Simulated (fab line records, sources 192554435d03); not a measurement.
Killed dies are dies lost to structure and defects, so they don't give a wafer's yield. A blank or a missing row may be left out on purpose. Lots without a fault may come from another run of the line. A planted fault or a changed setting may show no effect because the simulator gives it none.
fab line records | flow n5_finfet
record lots=7 wafers=21 last_day=20
route steps=1938 shown FIN_CUT@178 STI_FIN_REVEAL@183 PASSIVATION@1936
lots that met no fault: from a run of the same line without faults
start_h: hours from the record's first day to the start of the lot's first wafer shown | wait_h: hours since the lot's step before | " the same as in the row above | L1.1+2: a row that stands for several wafers | - no value, or no start given | * or withheld: withheld | < > ~ a bound
route shown NAME@n: a module of which the file shows steps, and the number in the route of the first | usual: mean/standard deviation of fault-free wafers | same: alike in all rows | chamber/n: place in a boat | sites: the reading at each site | _std_site: their standard deviation | _edge_site: outer sites' mean less inner sites' | radius_mm: how far each site lies from the wafer's centre | mask NAME#n: copy n | behind: the tool/chamber that last shaped the wafer | hold: why the lot was held/for how many hours/how that ended | device: the transistor (n, p or np) that didn't switch | end of line: the same wafers' tests at the end of the route | a step without rows: its recipe alone | killed: dies lost to structure and defects at the first sort, not the wafer's yield | map: a wafer's dies, x killed, . not, _ none there
set.NAME: the setting as run; set.NAME@STEP: as run at that earlier step | model.NAME: the simulator's own value behind a step, which no gauge read
lots at some steps of the route; a table a step, a row a wafer
services: from which hour (start_h, from the record's first day; less than 0 if before it) a tool's chamber was out of use, for how many hours, and why
## steps
# step N5_FIN_CUT_STRIP_22
# recipe chemistry=N2/H2 power_w=500 temp_c=40 pressure_mtorr=50 rf_frequency_hz=6e+07 overash_fraction=0.3 bias_power_w=8 h2_frac=0.5 n2_flow_sccm=300 h2_flow_sccm=300
# step N5_FIN_CUT_PRECLEAN_36
# recipe chemistry=O3/DIW time_s=60 temp_c=22 o3_ppm=10
# step N5_FIN_CUT_SRD_32
# recipe dry=ipa_marangoni time_s=30 temp_c=23 rinse_liquid=diw
# step N5_FIN_CUT_UV_OZONE_34
# recipe time_s=120 pressure_torr=760 temp_c=25
# step N5_FIN_CUT_INSPECT_17
# recipe inspect_instrument=brightfield mode=aei
# usual raw_defect_count=228/57
# columns lot.wafer tool chamber start_h wait_h raw_defect_count
L380.1 defect_inspect-02 - 34.76 0.0 179
L380.3 " - " " 144
L380.5 " - " " 176
L381.2 defect_inspect-01 - 38.97 0.0 220
L381.3 " - " " 220
L381.5 " - " " 172
L384.3 defect_inspect-01 - 57.50 0.0 366
L384.4 " - " " 276
L384.5 " - " " 235
L397.1 defect_inspect-01 - 144.67 0.0 213
L397.5 " - " " 179
L397.6 " - " " 189
L398.1 defect_inspect-01 - 155.68 0.0 319
L398.2 " - " " 229
L398.4 " - " " 251
L400.2 defect_inspect-01 - 165.24 0.0 271
L400.3 " - " " 257
L400.5 " - " " 230
L402.3 defect_inspect-01 - 168.59 0.0 403
L402.4 " - " " 250
L402.5 " - " " 228
# step N5_STI_FIN_REVEAL_ALD_00
# recipe material=SiO2 target_thk_a=10 temp_c=300 ald_precursor_family=BDEAS ald_co_reactant=O2-plasma pulse_time_s=1 pressure_torr=2
# usual heater_power_w=480/57 precursor_pulse_height_rel=1.002/0.019
# columns lot.wafer tool chamber start_h wait_h heater_power_w precursor_pulse_height_rel
L380.1 ald_sin-03 0 34.80 0.0 437 0.992
L380.3 " 2 " " 580 0.981
L380.5 " 1 " " 497 0.983
L381.2 ald_sin-03 0 39.25 0.3 439 1.009
L381.3 " 2 " " 582 1.050
L381.5 " 1 " " 507 0.985
L384.3 ald_sin-01 0 57.54 0.0 506 1.007
L384.4 " 1 " " 409 1.022
L384.5 " 3 " " 473 1.032
L397.1 ald_sin-02 1 144.71 0.0 536 1.018
L397.5 " 1 " " 534 1.009
L397.6 " 0 " " 444 0.994
L398.1 ald_sin-02 1 155.96 0.3 537 0.972
L398.2 " 0 " " 427 0.993
L398.4 " 2 " " 354 1.007
L400.2 ald_sin-01 3 165.28 0.0 479 1.007
L400.3 " 2 " " 482 0.990
L400.5 " 3 " " 489 1.013
L402.3 ald_sin-03 0 168.63 0.0 446 0.996
L402.4 " 2 " " 584 1.006
L402.5 " 3 " " 507 1.001
# step N5_STI_FIN_REVEAL_ALD_14
# recipe material=Si3N4 target_thk_a=30 temp_c=400 ald_precursor_family=SiH2I2 ald_co_reactant=N2/H2-plasma pressure_torr=2
# usual heater_power_w=856/100
# columns lot.wafer tool chamber start_h wait_h heater_power_w
L380.1 ald_sin-03 0 34.85 0.0 817
L380.3 " 2 " " 1059
L380.5 " 1 " " 889
L381.2 ald_sin-03 0 39.30 0.0 787
L381.3 " 2 " " 1048
L381.5 " 1 " " 900
L384.3 ald_sin-01 0 57.58 0.0 923
L384.4 " 1 " " 735
L384.5 " 3 " " 851
L397.1 ald_sin-02 1 144.76 0.0 960
L397.5 " 1 " " 943
L397.6 " 0 " " 786
L398.1 ald_sin-02 1 156.01 0.0 955
L398.2 " 0 " " 774
L398.4 " 2 " " 664
L400.2 ald_sin-01 3 165.32 0.0 852
L400.3 " 2 " " 862
L400.5 " 3 " " 837
L402.3 ald_sin-03 0 168.68 0.0 791
L402.4 " 2 " " 1035
L402.5 " 3 " " 897
# step N5_STI_FIN_REVEAL_FCVD_FILL_01
# recipe material=SiO2_flowable target_thk_a=3120 temp_c=100 pressure_torr=0.8 rf_w=2000 time_s=512.2
# step N5_STI_FIN_REVEAL_DENSIFY_02
# recipe temp_c=650 ambient=steam time_s=1800 idle_temp_c=400 densification_p_h2o_torr=640
# step N5_STI_FIN_REVEAL_CMP_04
# recipe stop_on=Si3N4 t_overpolish_s=4 down_force_psi=2 platen_rpm=54.18 post_cmp_clean=alkaline_brush pad_velocity_m_s=1.078 target_thk_nm=131.83
# step N5_STI_FIN_REVEAL_THK_MEAS_05
# usual thk_nm=132.0/0.99
# columns lot.wafer tool chamber start_h wait_h thk_nm
L380.1 film_metro-01 - 40.78 - 132.5
L380.3 " - " " 134.0
L380.5 " - " " 134.2
L381.2 film_metro-01 - 44.65 - 131.8
L381.3 " - " " 130.0
L381.5 " - " " 132.8
L384.3 film_metro-02 - 63.52 - 131.4
L384.4 " - " " 131.3
L384.5 " - " " 132.2
L397.1 film_metro-02 - 150.10 - 131.9
L397.5 " - " " 132.2
L397.6 " - " " 132.0
L398.1 film_metro-01 - 161.51 - 132.0
L398.2 " - " " 131.8
L398.4 " - " " 133.6
L400.2 film_metro-01 - 170.67 - 130.8
L400.3 " - " " 130.5
L400.5 " - " " 131.0
L402.3 film_metro-02 - 174.03 - 131.3
L402.4 " - " " 132.2
L402.5 " - " " 131.8
# step N5_STI_FIN_REVEAL_DENSIFY_30
# recipe temp_c=* time_s=* ambient=N2 idle_temp_c=600 ramp_up_c_per_s=150 ramp_down_c_per_s=60 cool_to_c=600
# usual lamp_power_pct=11.53/0.052 lamp_zone_5_pct=11.531/0.021 wafer_temp_C_max=*
# same time_s=*
# columns lot.wafer tool chamber start_h wait_h lamp_power_pct lamp_zone_5_pct wafer_temp_C_max
L380.1 rtp_anneal-01 0 40.81 0.0 11.57 11.521 *
L380.3 " 0 " " 11.58 11.539 *
L380.5 " 0 " " 11.59 11.542 *
L381.2 rtp_anneal-02 0 44.84 0.2 11.52 11.563 *
L381.3 " 0 " " 11.60 11.507 *
L381.5 " 0 " " 11.54 11.498 *
L384.3 rtp_anneal-01 0 63.61 0.1 11.52 11.546 *
L384.4 " 0 " " 11.72 11.528 *
L384.5 " 0 " " 11.56 11.529 *
L397.1 rtp_anneal-01 0 150.13 0.0 11.50 11.508 *
L397.5 " 0 " " 11.54 11.556 *
L397.6 " 0 " " 11.48 11.506 *
L398.1 rtp_anneal-02 0 161.53 0.0 11.51 11.523 *
L398.2 " 0 " " 11.56 11.545 *
L398.4 " 0 " " 11.52 11.532 *
L400.2 rtp_anneal-02 0 170.73 0.1 11.60 11.563 *
L400.3 " 0 " " 11.58 11.542 *
L400.5 " 0 " " 11.56 11.538 *
L402.3 rtp_anneal-01 0 174.12 0.1 11.55 11.542 *
L402.4 " 0 " " 11.52 11.529 *
L402.5 " 0 " " 11.46 11.567 *
# step N5_STI_FIN_REVEAL_ETCHBACK_08
# recipe chemistry=C4F6/O2 target=SiO2 target_depth_a=305 time_s=10.167 ion_energy_ev=250 pressure_mtorr=30 source_w=345 bias_w=185 Ar_flow_sccm=300 C4F6_flow_sccm=10 O2_flow_sccm=10
# usual drypump_motor_current_A=5.7/0.43 oes_product_au=0.77/0.065 rf_vpp_V=670/5.5 showerhead_plenum_p_Torr=2.88/0.049 throttle_valve_pct=21.15/0.15
# columns lot.wafer tool chamber start_h wait_h drypump_motor_current_A oes_product_au rf_hours_counter_h rf_vpp_V showerhead_plenum_p_Torr throttle_valve_pct
L380.1 rie_diel-02 0 41.02 0.2 6.2 0.93 18 672 2.90 21.00
L380.3 " 2 " " 4.9 0.78 120 675 2.86 21.36
L380.5 " 1 " " 5.7 0.77 - 677 2.87 21.24
L381.2 rie_diel-05 2 45.03 0.2 5.7 0.77 155 668 2.85 20.95
L381.3 " 0 " " 6.2 0.79 86 665 2.88 21.16
L381.5 " 0 " " 6.2 0.79 - 663 2.88 21.16
L384.3 rie_diel-04 0 63.76 0.1 6.0 0.70 189 667 2.83 20.97
L384.4 " 1 " " 5.4 0.71 179 674 2.95 21.08
L384.5 " 1 " " 5.3 0.71 - 674 2.95 21.09
L397.1 rie_diel-02 2 150.36 0.2 4.9 0.75 148 675 2.85 21.41
L397.5 " 1 " " 5.7 0.75 - 676 2.86 21.32
L397.6 " 2 " " 4.9 0.76 - 674 2.85 21.41
L398.1 rie_diel-02 1 161.76 0.2 5.6 0.75 166 674 2.85 21.32
L398.2 " 2 " " 4.9 0.75 152 674 2.85 21.40
L398.4 " 3 " " 5.8 0.71 219 675 2.92 21.26
L400.2 rie_diel-02 2 170.95 0.2 4.8 0.75 157 674 2.85 21.40
L400.3 " 1 " " 5.7 0.74 170 674 2.85 21.32
L400.5 " 0 " " 6.2 0.86 - 672 2.88 21.05
L402.3 rie_diel-05 1 174.36 0.2 6.3 0.87 39 671 2.78 20.84
L402.4 " 2 " " 5.7 0.72 196 664 2.84 21.01
L402.5 " 3 " " 5.5 0.74 - 667 2.95 21.08
# step N5_STI_FIN_REVEAL_STRIP_24
# recipe chemistry=N2/H2 time_s=90 power_w=100 temp_c=40 pressure_mtorr=100 rf_frequency_hz=6e+07 bias_power_w=3 n2_flow_sccm=300 h2_flow_sccm=300
# step N5_STI_FIN_REVEAL_PRECLEAN_25
# recipe chemistry=SPM time_s=90 temp_c=120 mix=4:1
# step N5_STI_FIN_REVEAL_PRECLEAN_26
# recipe chemistry=SC1 time_s=45 temp_c=46 mix=1:2:100
# step N5_STI_FIN_REVEAL_PRECLEAN_29
# recipe chemistry=DHF time_s=30 temp_c=25 dilution=300:1
# step N5_STI_FIN_REVEAL_SRD_12
# recipe time_s=30 temp_c=23 rinse_liquid=diw dry=ipa_marangoni
# step N5_STI_FIN_REVEAL_RECESS_09
# recipe chemistry=HF/NH3 target=SiO2 afs_cycles=11 target_depth_a=425 temp_c=30 sublimation_temp_c=180 sublimation_time_s=60
# usual drypump_motor_current_A=5.8/0.39
# same afs_cycles=11
# columns lot.wafer tool chamber start_h wait_h drypump_motor_current_A
L380.1 vapor_etch-02 0 41.27 0.0 5.6
L380.3 " 1 " " 5.5
L380.5 " 0 " " 5.6
L381.2 vapor_etch-02 1 45.28 0.0 5.4
L381.3 " 0 " " 5.7
L381.5 " 0 " " 5.6
L384.3 vapor_etch-01 0 64.55 0.6 6.0
L384.4 " 1 " " 6.5
L384.5 " 1 " " 6.5
L397.1 vapor_etch-01 0 150.83 0.2 6.0
L397.5 " 1 151.89 1.3 6.5
L397.6 " 0 " " 6.0
L398.1 vapor_etch-02 0 162.01 0.0 5.6
L398.2 " 1 " " 5.5
L398.4 " 1 " " 5.4
L400.2 vapor_etch-02 1 171.20 0.0 5.5
L400.3 " 1 " " 5.5
L400.5 " 1 " " 5.5
L402.3 vapor_etch-02 1 175.14 0.6 5.5
L402.4 " 0 " " 5.6
L402.5 " 0 " " 5.6
# step N5_STI_FIN_REVEAL_STRIP_16
# recipe chemistry=H3PO4 material=SiNx temp_c=165 target_depth_a=238 overetch_fraction=0.4964 dry=ipa_marangoni
# step N5_STI_FIN_REVEAL_PRECLEAN_17
# recipe chemistry=NF3:NH3 afs_cycles=1 temp_c=30 time_s=20 sublimation_temp_c=180 sublimation_time_s=60 pressure_torr=3 rf_power_w=30
# step N5_STI_FIN_REVEAL_ETCH_34
# recipe chemistry=H2 mode=isotropic material=Si target=Si target_depth_a=9.7 temp_c=20 pressure_mtorr=4.5 icp_w=300 bias_w=0 h2_flow_sccm=7.5 he_flow_sccm=142.5
# usual drypump_motor_current_A=5.7/0.53 oes_product_au=1.001/0.023 throttle_valve_pct=25.83/0.28
# columns lot.wafer tool chamber start_h wait_h drypump_motor_current_A oes_product_au rf_hours_counter_h throttle_valve_pct
L380.1 rie_si-02 0 43.36 0.2 5.5 1.034 30 25.95
L380.3 " 2 " " 5.0 1.020 71 26.03
L380.5 " 1 " " 5.8 0.997 - 26.14
L381.2 rie_si-02 1 47.37 0.1 5.8 0.982 183 26.14
L381.3 " 3 " " 5.6 0.965 3 25.65
L381.5 " 1 " " 5.8 0.979 - 26.13
L384.3 rie_si-03 3 66.11 0.1 4.9 1.022 80 25.87
L384.4 " 1 " " 5.6 0.987 181 25.97
L384.5 " 3 " " 4.9 1.033 - 25.89
L397.1 rie_si-01 3 152.92 0.2 5.7 0.984 124 25.26
L397.5 " 0 " " 5.4 0.983 - 25.74
L397.6 " 1 " " 6.7 1.021 - 26.05
L398.1 rie_si-01 0 164.10 0.2 5.5 0.985 93 25.74
L398.2 " 3 " " 5.7 0.990 124 25.25
L398.4 " 2 " " 6.4 0.997 71 26.08
L400.2 rie_si-03 2 173.31 0.1 5.2 1.031 107 25.67
L400.3 " 1 " " 5.6 0.987 183 25.97
L400.5 " 1 " " 5.6 0.989 - 25.94
L402.3 rie_si-01 2 176.70 0.1 6.4 0.988 72 26.09
L402.4 " 1 " " 6.7 1.017 84 26.04
L402.5 " 2 " " 6.4 0.994 - 26.10
# step N5_STI_FIN_REVEAL_OXIDATION_31
# recipe chemistry=O2_PLASMA_REMOTE temp_c=150 time_s=20 pressure_mtorr=1000 source_power_w=2000 o2_flow_sccm=3000
# step N5_STI_FIN_REVEAL_PRECLEAN_32
# recipe chemistry=NF3:NH3 afs_cycles=1 temp_c=30 time_s=20 sublimation_temp_c=180 sublimation_time_s=60 pressure_torr=3 rf_power_w=30
# step N5_STI_FIN_REVEAL_STRIP_35
# recipe chemistry=H3PO4 material=Si3N4 temp_c=165 target_depth_a=40 time_s=39
# step N5_STI_FIN_REVEAL_SRD_21
# recipe dry=ipa_marangoni time_s=30 temp_c=23 rinse_liquid=diw
# step N5_STI_FIN_REVEAL_OXIDATION_33
# recipe chemistry=O2_PLASMA_REMOTE temp_c=150 time_s=20 pressure_mtorr=1000 source_power_w=2000 o2_flow_sccm=3000
# step N5_STI_FIN_REVEAL_CLEAN_19
# recipe chemistry=O3/DIW temp_c=25 time_s=120 o3_ppm=10
# step N5_STI_FIN_REVEAL_SRD_23
# recipe dry=ipa_marangoni time_s=30 temp_c=23 rinse_liquid=diw
# step N5_STI_FIN_REVEAL_CD_MEAS_22
# recipe target_cd_nm=6.238 pitch_nm=28 polarity=line
# usual cd_nm=6.29/0.24
# columns lot.wafer tool chamber start_h wait_h cd_nm
L380.1 cd_sem-01 - 43.94 0.0 6.35
L380.3 " - " " 6.17
L380.5 " - " " 6.45
L381.2 cd_sem-02 - 47.94 0.0 6.28
L381.3 " - " " 6.32
L381.5 " - " " 6.66
L384.3 cd_sem-03 - 66.69 0.0 6.46
L384.4 " - " " 6.73
L384.5 " - " " 6.43
L397.1 cd_sem-01 - 153.51 0.0 6.32
L397.5 " - " " 6.53
L397.6 " - " " 6.95
L398.1 cd_sem-01 - 164.69 0.0 5.99
L398.2 " - " " 6.48
L398.4 " - " " 6.47
L400.2 cd_sem-03 - 173.89 0.0 6.07
L400.3 " - " " 6.04
L400.5 " - " " 6.47
L402.3 cd_sem-02 - 177.28 0.0 6.32
L402.4 " - " " 6.17
L402.5 " - " " 6.15
# step N5_STI_FIN_REVEAL_FIN_H_MEAS_10
# usual trench_depth_nm=51.9/0.58
# columns lot.wafer tool chamber start_h wait_h trench_depth_nm
L380.1 ocd-01 - 43.97 0.0 51.2
L380.3 " - " " 51.4
L380.5 " - " " 51.0
L381.2 ocd-02 - 47.97 0.0 52.6
L381.3 " - " " 52.9
L381.5 " - " " 52.6
L384.3 ocd-02 - 66.72 0.0 52.7
L384.4 " - " " 52.0
L384.5 " - " " 51.4
L397.1 ocd-02 - 153.54 0.0 48.2
L397.5 " - " " 47.6
L397.6 " - " " 52.3
L398.1 ocd-02 - 164.72 0.0 46.7
L398.2 " - " " 51.1
L398.4 " - " " 47.0
L400.2 ocd-01 - 173.92 0.0 52.3
L400.3 " - " " 52.0
L400.5 " - " " 48.1
L402.3 ocd-02 - 177.31 0.0 51.9
L402.4 " - " " 51.2
L402.5 " - " " 51.5
# step N5_STI_FIN_REVEAL_PRECLEAN_18
# recipe chemistry=SC2 time_s=45 temp_c=35 mix=1:1:50
# step N5_PASSIVATION_PROBE_49
# usual killed_at_M0_to_M3=37/12 killed_at_M4_up=15/5.6 killed_at_contacts=13/6.9 killed_at_front_end=40/11 killed_at_other=4/3.2 killed_dies=109/20 killed_open=73/15 killed_short=35/8.3
# same gross_dies=1180 killed_at_back_side=0
# columns lot.wafer tool chamber start_h wait_h killed_at_M0_to_M3 killed_at_M4_up killed_at_contacts killed_at_front_end killed_at_other killed_dies killed_open killed_short
L381.2 prober-01 - 346.89 0.1 26 15 5 31 7 84 48 33
L381.3 prober-01 - 346.94 0.1 38 11 11 41 7 108 62 46
L381.5 prober-01 - 347.04 0.2 30 16 6 35 4 91 51 40
L398.1 prober-02 - 435.21 0.0 18 17 18 30 3 86 55 31
L398.2 prober-02 - 435.26 0.1 31 24 19 50 0 124 96 26
L398.4 prober-02 - 435.36 0.2 43 31 15 41 0 130 89 40
L400.2 prober-02 - 482.37 0.1 50 12 16 42 2 122 84 38
L400.3 prober-02 - 482.42 0.1 45 14 19 19 1 98 70 28
L400.5 prober-02 - 482.52 0.2 61 10 7 37 0 115 72 43
# killed by level:class
L381.2 BEOL_M0_SAQP:geometric_particle:short=10 STI_FIN_REVEAL:geometric_particle:open=8 FIN_SAQP:geometric_particle:short=5 BEOL_M2:geometric_particle:open=5 MIM_TOP:geometric_particle:open=4 BEOL_M0_SAQP:geometric_particle:open=4 BEOL_M4:geometric_particle:open=4 GATE_CUT:geometric_particle:short=3
L381.3 MOL_CONTACT_COAG:geometric_particle:open=10 BEOL_M0_SAQP:geometric_particle:open=10 STI_FIN_REVEAL:geometric_particle:open=9 GATE_CUT:geometric_particle:short=9 FIN_SAQP:geometric_particle:open=6 BEOL_M2:geometric_particle:short=6 BEOL_M3:geometric_particle:short=6 BEOL_M4:geometric_particle:open=5
L381.5 STI_FIN_REVEAL:geometric_particle:open=12 BEOL_M4:geometric_particle:open=9 BEOL_M2:geometric_particle:open=7 BEOL_M0:geometric_particle:short=6 MOL_CONTACT_COAG:geometric_particle:short=5 BEOL_M0_SAQP:geometric_particle:short=5 STARTING-WAFER:geometric_particle:short=5 STI_FIN_REVEAL:geometric_particle:short=4
L398.1 MOL_CONTACT_COAG:geometric_particle:open=10 MOL_CONTACT_COAG:geometric_particle:short=8 BEOL_M4:geometric_particle:open=8 FIN_SAQP:geometric_particle:short=6 STI_FIN_REVEAL:geometric_particle:open=6 BEOL_M5:geometric_particle:open=6 FIN_SAQP:geometric_particle:open=5 BEOL_M2:geometric_particle:open=5
L398.2 MOL_CONTACT_COAG:geometric_particle:open=15 BEOL_M2:geometric_particle:open=13 BEOL_M4:geometric_particle:open=12 DUMMY_GATE:geometric_particle:open=11 STI_FIN_REVEAL:geometric_particle:open=10 BEOL_M3:geometric_particle:open=9 FIN_SAQP:geometric_particle:short=8 BEOL_M8:geometric_particle:open=8
L398.4 FIN_SAQP:geometric_particle:short=11 MOL_CONTACT_COAG:geometric_particle:open=11 BEOL_M0_SAQP:geometric_particle:open=11 BEOL_M2:geometric_particle:open=7 BEOL_M0_SAQP:geometric_particle:short=7 BEOL_M1:geometric_particle:open=7 BEOL_M5:geometric_particle:open=7 BEOL_M7:geometric_particle:open=7
L400.2 MOL_CONTACT_COAG:geometric_particle:open=13 BEOL_M0_SAQP:geometric_particle:open=13 BEOL_M2:geometric_particle:open=12 FIN_SAQP:geometric_particle:open=11 BEOL_M4:geometric_particle:open=7 FIN_SAQP:geometric_particle:short=6 BEOL_M0_SAQP:geometric_particle:short=6 GATE_CUT:geometric_particle:short=5
L400.3 MOL_CONTACT_COAG:geometric_particle:open=15 BEOL_M2:geometric_particle:open=15 BEOL_M0_SAQP:geometric_particle:open=7 BEOL_M0_SAQP:geometric_particle:short=5 BEOL_M0:geometric_particle:open=5 BEOL_M3:geometric_particle:open=5 ILD0:geometric_particle:open=4 MOL_CONTACT_COAG:geometric_particle:short=4
L400.5 BEOL_M0_SAQP:geometric_particle:short=20 BEOL_M0_SAQP:geometric_particle:open=14 STI_FIN_REVEAL:geometric_particle:open=9 BEOL_M1:geometric_particle:open=8 BEOL_M2:geometric_particle:open=8 FIN_SAQP:geometric_particle:open=7 MOL_CONTACT_COAG:geometric_particle:open=6 DUMMY_GATE:geometric_particle:open=5
## services
# columns tool chamber start_h hours kind
rie_diel-02 - 15.41 0.6 repair
ald_sin-01 0 20.47 6.9 repair
ald_sin-03 2 23.95 5.2 repair
rie_si-01 - 24.00 2.1 repair
ald_sin-03 3 24.66 15.3 repair
rie_si-01 - 37.42 14.6 pm
rie_si-03 0 38.13 3.4 repair
ald_sin-02 - 40.99 6.0 pm
ald_sin-03 1 54.80 2.8 repair
ald_sin-03 0 58.77 9.0 repair
ald_sin-01 3 69.84 2.9 repair
rie_si-03 - 70.51 2.8 pm
rie_diel-02 - 71.96 1.9 repair
ald_sin-02 - 75.15 1.5 repair
rie_diel-02 - 91.19 4.7 repair
ald_sin-01 - 102.83 2.8 pm
ald_sin-03 - 114.15 3.6 repair
ald_sin-01 - 119.33 4.3 pm
ald_sin-03 2 127.32 6.2 repair
ald_sin-03 - 138.77 1.3 repair
ald_sin-01 - 143.33 14.6 pm
rie_si-01 1 143.65 4.7 repair
rie_si-02 0 144.13 3.1 repair
rie_si-01 2 148.58 5.1 repair
## key
first_sign step=N5_STI_FIN_REVEAL_FIN_H_MEAS_10 reading=trench_depth_nm direction=down sigmas=7.5 usual=51.9 struck=47.5
effect none on later readings
met_at N5_STI_FIN_REVEAL_ETCHBACK_08
struck_wafers L397.1,L397.5,L398.1,L398.4,L400.5
tester_left_out L397,L398,L400
onset_between 41.02 150.36
fault kind=process_parameter_drift tool=rie_diel-02 chamber=- onset_h=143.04 steps=N5_STI_FIN_REVEAL_ETCHBACK_08 channel=time_s offset=* shape=step end_h=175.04 scope=struck_wafers_only acts_in=* stated=*
# tester_left_out: of these lots the tester's yield and bins aren't shown, on N5 and GAA mostly nor the transistor test; their killed dies are dies lost to structure and defects alone, not to doping, threshold or leakage, so they don't give the yield
